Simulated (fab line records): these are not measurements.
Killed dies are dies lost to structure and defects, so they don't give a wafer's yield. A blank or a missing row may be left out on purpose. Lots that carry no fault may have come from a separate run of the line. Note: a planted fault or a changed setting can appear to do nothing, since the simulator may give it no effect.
fab line records	flow n5Finfet
record: lots: 9	wafers: 24	lastDay: 17
route steps=1938 shown HKMG_FIN@444 GATE_CUT@465 BEOL_M4@1111
lots that met no fault: from a run of the same line without faults
startH: hours from the record's first day to the start of the lot's first wafer shown	waitH: time in hours since the lot's previous step	" repeats the value in the row above	L1.1+2: one row covering several wafers at once	- no value, or no start given	* or withheld: withheld	< > ~ a bound
route shown NAME@n: a module of which the file shows steps, and the number in the route of the first	usual: mean and standard deviation over wafers with no fault	same: alike in all rows	chamber/n: place in a boat	sites: the reading at each site	_std_site: how widely they spread, as a standard deviation	_edge_site: outer sites' mean less inner sites'	radiusMm: for every site, how far away it sits from the centre of the wafer	mask NAME#n: copy n	behind: the last tool/chamber to shape the wafer	hold: what put the lot on hold/how long, in hours/how the hold closed	device: transistor that didn't switch, given as n, p or np	end of line: tests run on the same wafers once the route is complete	a step given without rows: its recipe and nothing more	killed: count of dies lost to structure and defects at first sort (not the wafer's yield)	map: dies across one wafer; x = killed, . = not, _ = none there
set.NAME: the run value of the setting; set.NAME@STEP: its run value at that earlier step	model.NAME: the simulator's own value behind a step, which no gauge read
a sample of lots followed through the steps of the route, with each step as a table and each wafer as a row
services: when a tool's chamber went out of use (startH, in hours from the record's first day, below 0 if earlier), for how many hours, and the reason
== steps ==
step: N5_HKMG_FIN_ETCH_86
recipe: chemistry: N2/H2	target: SOC	targetDepthA: 3932	stopOn: TiN	ionEnergyEv: 100	biasW: 61	pressureMtorr: 30	sourceW: 850	n2FlowSccm: 200	h2FlowSccm: 200
usual: chamberPressureMTorr: 29.999/0.028	drypumpMotorCurrentA: 5.6/0.51	h2FlowSccm: 200.0/0.57	oesProductAu: 0.83/0.068	rfVppV: 241.1/1.5	showerheadPlenumPTorr: 2.58/0.11	throttleValvePct: 17.73/0.19
lot.wafer	tool	chamber	startH	waitH	chamberPressureMTorr	drypumpMotorCurrentA	h2FlowSccm	oesProductAu	rfHoursCounterH	rfVppV	showerheadPlenumPTorr	throttleValvePct
L690.2	rieDiel-02	2	96.45	-	29.958	5.8	200.4	0.85	47	242.4	2.71	17.67
L690.4	"	1	"	"	30.015	5.6	200.5	0.87	29	241.5	2.59	17.43
L690.5	"	2	"	"	30.026	5.8	200.6	0.85	-	242.4	2.71	17.68
L691.1	rieDiel-02	1	105.02	-	30.016	5.6	200.2	0.87	32	241.5	2.59	17.41
L691.2	"	2	"	"	30.003	5.7	199.8	0.84	50	242.1	2.71	17.68
L691.4	"	0	"	"	29.986	5.8	199.6	0.91	13	240.8	2.62	17.51
L693.1	rieDiel-02	0	117.40	-	30.022	5.8	200.2	0.90	19	243.5	2.62	17.52
L693.5	"	1	"	"	30.018	5.6	199.8	0.86	-	240.5	2.59	17.44
L693.6	"	0	"	"	29.962	5.8	199.8	0.89	-	241.2	2.62	17.52
L696.1	rieDiel-06	1	138.97	-	29.955	6.7	198.9	0.81	94	238.8	2.47	17.93
L696.5	"	3	"	"	29.993	5.2	200.9	0.88	-	243.3	2.67	17.54
L703.3	rieDiel-06	2	174.94	-	30.054	5.5	199.7	0.88	32	241.5	2.70	17.84
L703.5	"	0	"	"	29.969	5.3	200.7	0.89	-	243.1	2.71	17.71
L703.6	"	1	"	"	30.042	6.7	200.3	0.80	-	239.8	2.46	17.95
L705.1	rieDiel-06	2	187.24	-	30.075	5.4	199.3	0.87	37	242.6	2.70	17.84
L705.6	"	2	"	"	30.017	5.4	199.3	0.87	-	243.5	2.70	17.82
L706.2	rieDiel-02	2	195.86	-	30.008	5.8	200.2	0.80	88	244.0	2.69	17.75
L706.4	"	0	"	"	29.987	5.8	199.7	0.84	48	241.6	2.60	17.58
L706.6	"	0	"	"	30.026	5.8	199.3	0.84	-	242.0	2.60	17.56
L708.1	rieDiel-06	0	203.70	-	30.000	5.3	199.7	0.87	28	242.8	2.71	17.74
L708.5	"	0	"	"	30.005	5.3	199.8	0.87	-	242.4	2.71	17.74
L710.1	rieDiel-01	3	214.83	-	30.024	5.7	200.0	0.82	54	239.9	2.47	17.76
L710.3	"	1	"	"	30.009	5.3	199.6	0.68	231	240.0	2.52	18.02
L710.5	"	3	"	"	30.045	5.8	199.8	0.82	-	239.7	2.47	17.74
step: N5_HKMG_FIN_STRIP_89
recipe: chemistry: N2/H2	material: SOC	timeS: 20	powerW: 500	tempC: 40	pressureMtorr: 50	rfFrequencyHz: 6e+07	biasPowerW: 8	h2Frac: 0.5	n2FlowSccm: 300	h2FlowSccm: 300
usual: biasPowerW: 8.001/0.022	chamberPressureMTorr: 50.00/0.047	drypumpMotorCurrentA: 5.6/0.51	h2FlowSccm: 300.1/0.78	oesProductAu: 0.84/0.07	rfVppV: 54.3/0.81	showerheadPlenumPTorr: 3.40/0.13	tempC: 40.00/0.1	throttleValvePct: 18.81/0.29
lot.wafer	tool	chamber	startH	waitH	biasPowerW	chamberPressureMTorr	drypumpMotorCurrentA	h2FlowSccm	oesProductAu	rfHoursCounterH	rfVppV	showerheadPlenumPTorr	tempC	throttleValvePct
L690.2	rieDiel-02	2	96.51	0.0	8.032	50.01	5.8	299.8	0.87	47	55.1	3.57	40.15	18.90
L690.4	"	1	"	"	8.033	49.98	5.6	300.1	0.91	29	53.8	3.42	39.98	18.33
L690.5	"	2	"	"	7.993	49.98	5.8	299.8	0.87	-	53.1	3.57	39.85	18.90
L691.1	rieDiel-02	1	105.08	0.0	8.016	49.93	5.6	300.8	0.89	32	53.9	3.42	39.86	18.32
L691.2	"	2	"	"	7.992	49.97	5.8	299.3	0.86	50	54.0	3.57	40.06	18.91
L691.4	"	0	"	"	8.024	50.05	5.9	299.9	0.92	14	53.5	3.46	39.96	18.65
L693.1	rieDiel-02	0	117.46	0.0	7.997	50.01	5.8	299.7	0.90	19	54.4	3.45	40.01	18.66
L693.5	"	1	"	"	8.021	50.05	5.6	300.6	0.89	-	54.1	3.42	40.01	18.33
L693.6	"	0	"	"	8.030	50.02	5.9	298.8	0.90	-	54.7	3.45	40.06	18.67
L696.1	rieDiel-06	1	139.03	0.0	7.989	49.98	6.6	300.7	0.81	94	53.7	3.26	39.90	19.21
L696.5	"	3	"	"	7.974	49.98	5.2	299.2	0.89	-	53.8	3.52	40.02	18.47
L703.3	rieDiel-06	2	175.00	0.0	8.018	49.96	5.5	301.1	0.90	33	54.0	3.56	39.94	18.91
L703.5	"	0	"	"	7.967	49.99	5.3	299.9	0.90	-	53.1	3.58	39.96	18.69
L703.6	"	1	"	"	7.996	50.00	6.7	300.3	0.80	-	54.9	3.25	40.04	19.23
L705.1	rieDiel-06	2	187.30	0.0	7.975	49.97	5.4	299.9	0.89	37	55.1	3.56	39.99	18.94
L705.6	"	2	"	"	7.991	49.92	5.4	299.3	0.90	-	54.0	3.56	40.09	18.92
L706.2	rieDiel-02	2	195.92	0.0	8.004	49.95	5.8	301.7	0.82	88	55.0	3.55	40.10	18.98
L706.4	"	0	"	"	8.019	50.02	5.8	300.3	0.86	48	54.9	3.44	40.16	18.70
L706.6	"	0	"	"	7.999	49.97	5.8	301.0	0.85	-	54.6	3.44	40.09	18.71
L708.1	rieDiel-06	0	203.76	0.0	8.001	49.99	5.3	300.2	0.87	28	55.5	3.57	39.92	18.71
L708.5	"	0	"	"	7.976	49.96	5.3	300.1	0.88	-	53.9	3.57	39.92	18.73
L710.1	rieDiel-01	3	214.89	0.0	8.007	50.00	5.7	298.2	0.82	54	53.8	3.27	39.98	18.80
L710.3	"	1	"	"	8.031	50.01	5.3	300.5	0.68	232	55.2	3.33	40.07	19.28
L710.5	"	3	"	"	7.979	50.04	5.7	300.0	0.83	-	53.3	3.26	40.00	18.79
step: N5_HKMG_FIN_CMP_23
recipe: stopOn: SiNx	tOverpolishS: 10	postCmpClean: rinseOnly	downForcePsi: 4	platenRpm: 50.289	padVelocityMS: 1.0006	targetThkNm: 46.326
usual: edgeZonePressureFrac: 1.000/0.0046	motorCurrentA: 12.1/1.8	overpolishRunS: 10.000/0.0088	platenRpm: 50.29/0.037	timeToEndpointS: 12.7/2.3
lot.wafer	tool	chamber	startH	waitH	edgeZonePressureFrac	motorCurrentA	overpolishRunS	platenRpm	timeToEndpointS
L690.4	cmp-01	2	98.80	0.0	1.001	17.1	9.988	50.22	10.2
L690.2	"	1	"	"	1.001	11.5	10.000	50.30	9.9
L690.5	"	3	"	"	1.003	10.2	9.983	50.30	12.3
L691.4	cmp-04	2	108.05	0.1	1.001	12.1	10.004	50.28	11.4
L691.2	"	3	"	"	0.986	10.0	10.000	50.26	15.6
L691.1	"	0	"	"	1.002	11.6	9.981	50.27	8.5
L693.1	cmp-04	3	119.84	0.0	1.001	10.5	10.013	50.29	16.6
L693.6	"	3	"	"	1.003	10.0	9.992	50.29	15.3
L693.5	"	0	"	"	0.995	12.3	10.007	50.26	12.2
L696.1	cmp-03	3	141.48	0.0	1.002	10.4	10.000	50.29	16.8
L696.5	"	3	"	"	1.001	10.9	9.994	50.34	14.9
L703.3	cmp-04	2	177.48	0.2	1.004	12.0	9.998	50.30	13.0
L703.5	"	0	"	"	1.009	11.8	9.998	50.28	11.3
L703.6	"	1	"	"	1.005	12.2	10.002	52.29	14.2
L705.1	cmp-01	0	189.74	0.2	1.002	12.4	10.003	50.25	12.1
L705.6	"	3	"	"	1.002	10.7	10.000	50.27	12.3
L706.2	cmp-04	2	198.29	0.0	0.998	12.5	9.998	50.36	12.8
L706.4	"	1	"	"	0.992	12.0	10.006	52.33	13.3
L706.6	"	2	"	"	0.996	12.2	10.004	50.36	13.0
L708.1	cmp-03	2	206.23	0.2	0.997	12.5	10.001	50.32	12.6
L708.5	"	2	"	"	1.000	12.5	9.987	50.32	11.5
L710.1	cmp-01	0	217.40	0.1	1.005	12.1	9.986	50.28	15.7
L710.3	"	2	"	"	1.004	16.8	9.994	50.29	11.2
L710.5	"	0	"	"	0.998	12.3	10.000	50.29	14.7
step: N5_GATE_CUT_ETCHBACK_00
recipe: chemistry: SF6/Cl2	target: W	pressureMtorr: 8	icpW: 900	biasW: 80	SF6_flow_sccm: 40	Cl2_flow_sccm: 60
usual: chamberPressureMTorr: 8.001/0.007	drypumpMotorCurrentA: 5.61/0.17	oesProductAu: 0.74/0.11	throttleValvePct: 27.63/0.26
lot.wafer	tool	chamber	startH	waitH	chamberPressureMTorr	drypumpMotorCurrentA	oesProductAu	rfHoursCounterH	throttleValvePct
L690.2	rieMetal-01	1	99.55	0.0	8.005	5.66	0.72	65	27.26
L690.4	"	1	"	"	8.000	5.67	0.71	-	27.28
L690.5	"	0	"	"	8.003	5.36	0.83	-	27.54
L691.1	rieMetal-02	1	108.72	0.0	8.004	5.68	0.63	107	28.02
L691.2	"	0	"	"	8.010	5.87	0.94	3	27.72
L691.4	"	1	"	"	7.991	5.69	0.63	-	28.02
L693.1	rieMetal-02	0	120.59	0.0	8.009	5.84	0.94	4	27.73
L693.5	"	0	"	"	7.997	5.86	0.95	-	27.71
L693.6	"	1	"	"	7.992	5.68	0.63	-	28.02
L696.1	rieMetal-02	1	142.22	0.0	7.996	5.66	0.63	110	28.04
L696.5	"	0	"	"	7.994	5.85	0.92	-	27.72
L703.3	rieMetal-01	0	178.11	0.1	8.006	5.37	0.80	-	27.54
L703.5	"	1	"	"	8.014	5.64	0.69	-	27.28
L703.6	"	0	"	"	8.003	5.41	0.80	-	27.55
L705.1	rieMetal-01	1	190.33	0.0	8.017	5.62	0.69	74	27.28
L705.6	"	0	"	"	8.006	5.33	0.80	-	27.56
L706.2	rieMetal-01	0	199.04	0.0	8.008	5.33	0.79	34	27.53
L706.4	"	1	"	"	7.996	5.65	0.68	-	27.27
L706.6	"	0	"	"	8.001	5.36	0.80	-	27.55
L708.1	rieMetal-02	1	206.90	0.0	7.985	5.68	0.62	116	28.03
L708.5	"	1	"	"	8.003	5.67	0.62	-	28.03
L710.1	rieMetal-03	0	218.07	0.0	8.000	5.50	0.61	118	27.82
L710.3	"	0	"	"	7.996	5.48	0.62	-	27.81
L710.5	"	1	"	"	8.014	5.60	0.62	-	27.50
step: N5_BEOL_M4_RC_MEAS_101
usual: DIBL_N: 36.1/1.5	DIBL_P: 36.1/1.9	IOFF_N: 0.159/0.029	IOFF_P: 0.21/0.038	ION_N: 675/11	ION_P: 464/8.1	SS_N: 71.5/0.57	SS_P: 73.3/0.64	VT_N: 249/3.1	VT_P: -250/3.8
lot.wafer	tool	chamber	startH	waitH	DIBL_N[mV/V]	DIBL_P[mV/V]	IOFF_N[nA/um]	IOFF_P[nA/um]	ION_N[uA/um]	ION_P[uA/um]	SS_N[mV/dec]	SS_P[mV/dec]	VT_N[mV]	VT_P[mV]
L690.2	prober-01	0	177.54	0.2	37.8	37.3	0.161	0.24	666	464	71.8	73.8	249	-246
L690.4	"	0	"	"	35.9	34.2	0.137	0.19	672	462	72.3	72.5	250	-249
L690.5	"	0	"	"	36.7	36.4	0.148	0.22	654	454	71.5	73.3	253	-247
L691.1	prober-02	0	192.89	0.1	34.6	34.7	0.141	0.19	683	467	70.9	72.6	250	-252
L691.2	"	0	"	"	36.3	36.2	0.157	0.21	676	466	72.1	73.3	249	-250
L691.4	"	0	"	"	35.7	35.8	0.162	0.21	677	469	71.3	72.5	249	-249
L693.1	prober-02	0	199.70	0.0	38.1	37.4	0.169	0.23	670	461	72.0	73.6	250	-250
L693.5	"	0	"	"	36.5	35.2	0.151	0.20	679	469	71.3	73.0	249	-250
L693.6	"	0	"	"	37.6	35.9	0.170	0.20	669	458	71.9	73.2	247	-251
L696.1	prober-02	0	220.88	0.0	37.8	37.7	0.172	0.25	677	474	71.8	73.7	247	-246
L696.5	"	0	"	"	36.9	36.1	0.151	0.23	676	466	71.4	73.1	249	-247
L703.3	prober-01	0	266.64	0.3	32.5	32.2	0.111	0.17	667	464	70.8	72.5	253	-254
L703.5	"	0	"	"	34.4	33.8	0.129	0.19	667	463	70.5	72.4	254	-251
L703.6	"	0	"	"	35.7	35.1	0.150	0.21	663	458	71.1	73.2	249	-248
L705.1	prober-01	0	274.06	0.0	35.3	36.4	0.159	0.21	688	463	72.2	73.5	248	-249
L705.6	"	0	"	"	37.3	39.1	0.206	0.26	689	468	72.0	74.1	244	-247
L706.2	prober-01	0	276.85	0.2	36.9	39.4	0.195	0.25	675	465	71.8	74.3	247	-247
L706.4	"	0	"	"	36.9	39.2	0.187	0.23	673	463	72.0	74.5	249	-252
L706.6	"	0	"	"	36.4	38.2	0.174	0.22	671	462	72.4	74.7	250	-248
L708.1	prober-02	0	300.63	0.0	35.6	36.6	0.159	0.20	674	456	71.3	72.6	247	-252
L708.5	"	0	"	"	34.5	34.6	0.131	0.17	664	456	71.1	73.1	252	-255
L710.1	prober-01	0	321.45	0.0	36.2	36.8	0.181	0.23	684	469	71.1	73.3	247	-247
L710.3	"	0	"	"	36.6	36.4	0.180	0.23	680	468	70.9	72.5	246	-248
L710.5	"	0	"	"	34.8	36.0	0.168	0.23	686	473	71.5	73.6	244	-247
== services ==
tool	chamber	startH	hours	kind
rieDiel-06	0	75.26	-	clean
rieDiel-06	0	75.26	-	consumableReplace:focusRing
rieDiel-06	0	75.26	-	consumableReplace:showerhead
rieDiel-06	0	75.26	18.5	scheduledDown
rieDiel-06	0	75.26	18.5	ventCycle
rieDiel-06	2	83.58	4.7	repair
rieDiel-02	2	92.12	3.4	repair
rieMetal-02	1	99.28	7.9	repair
rieDiel-06	-	104.51	28.1	pm
cmp-03	-	105.88	3.7	pm
cmp-04	-	114.69	1.4	repair
cmp-04	-	122.01	12.8	pm
cmp-03	-	133.43	6.7	pm
cmp-04	-	136.94	7.0	pm
rieDiel-02	0	145.20	4.2	repair
cmp-01	-	160.58	1.5	repair
rieMetal-03	0	161.49	16.5	repair
cmp-04	-	164.11	1.0	repair
cmp-03	-	178.06	4.0	pm
cmp-01	-	179.65	4.0	pm
cmp-04	-	182.35	0.4	repair
cmp-04	-	189.92	0.3	repair
cmp-01	-	202.18	2.4	repair
cmp-04	-	203.12	2.8	repair
== key ==
firstSign: step: N5_HKMG_FIN_CMP_23	reading: platenRpm	direction: up	sigmas: 54	usual: 50.29	struck: 52.31
effect none on later readings
metAt N5_HKMG_FIN_CMP_23
struckLots L703,L706
struckWafers L703.6,L706.4
notActingAt N5_HKMG_FIN_ETCH_86,N5_HKMG_FIN_STRIP_89,N5_GATE_CUT_ETCHBACK_00
fault: kind: processParameterDrift	tool: cmp-04	chamber: 1	onsetH: 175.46	steps: N5_HKMG_FIN_CMP_23	channel: platenRpm	offset: 2.0116	shape: step	endH: 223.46	actsIn: theseRecipesOnly	stated: 50.289
